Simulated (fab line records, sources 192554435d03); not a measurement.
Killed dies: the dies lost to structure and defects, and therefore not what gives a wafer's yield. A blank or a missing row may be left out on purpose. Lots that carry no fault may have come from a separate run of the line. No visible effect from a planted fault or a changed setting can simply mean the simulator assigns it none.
Chamber matching	flow n5 finfet	N5_BEOL_M4_PRE_CLEAN_60 on cvd co-02: 3 sister chambers
The step time 15 s. 3 wafers are shown with their chamber, then 12 later ones without.

## WAFERS PAIRED WITH THEIR CHAMBERS
wafer	chamber	heater power w (W)
L089.1	0	69
L089.4	1	118
L089.6	2	118

## WAFERS MISSING THEIR CHAMBER
wafer	heater power w (W)
L090.2	119
L090.3	117
L090.6	120
L093.1	69
L093.5	70
L093.6	116
L092.2	118
L092.4	120
L092.5	69
L094.1	71
L094.3	117
L094.4	120

## THE CHAMBER EACH PASSED THROUGH
wafer	from the rows above	in truth
L090.2	can't be placed: 1 or 2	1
L090.3	can't be placed: 1 or 2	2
L090.6	can't be placed: 1 or 2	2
L093.1	0	0
L093.5	0	0
L093.6	can't be placed: 1 or 2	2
L092.2	can't be placed: 1 or 2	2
L092.4	can't be placed: 1 or 2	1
L092.5	0	0
L094.1	0	0
L094.3	can't be placed: 1 or 2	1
L094.4	can't be placed: 1 or 2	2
Correctly placed: 4 of 12. Not placeable from these rows: 8 (in 8, the candidates include the true chamber). Number placed wrongly: 0.
How it was worked out, from the rows above alone: a wafer's distance from a chamber is the root of the sum, over the readings, of the square of ((its reading less the chamber's mean) divided by the reading's scatter). If the next closest chamber is less than 2 further off than the closest, the wafer can't be placed; otherwise it belongs to the closest. For every chamber, the mean is computed from those of its wafers that are shown. The scatter: root of mean squared gap, hidden wafer to nearest shown wafer, with one shown wafer a chamber.
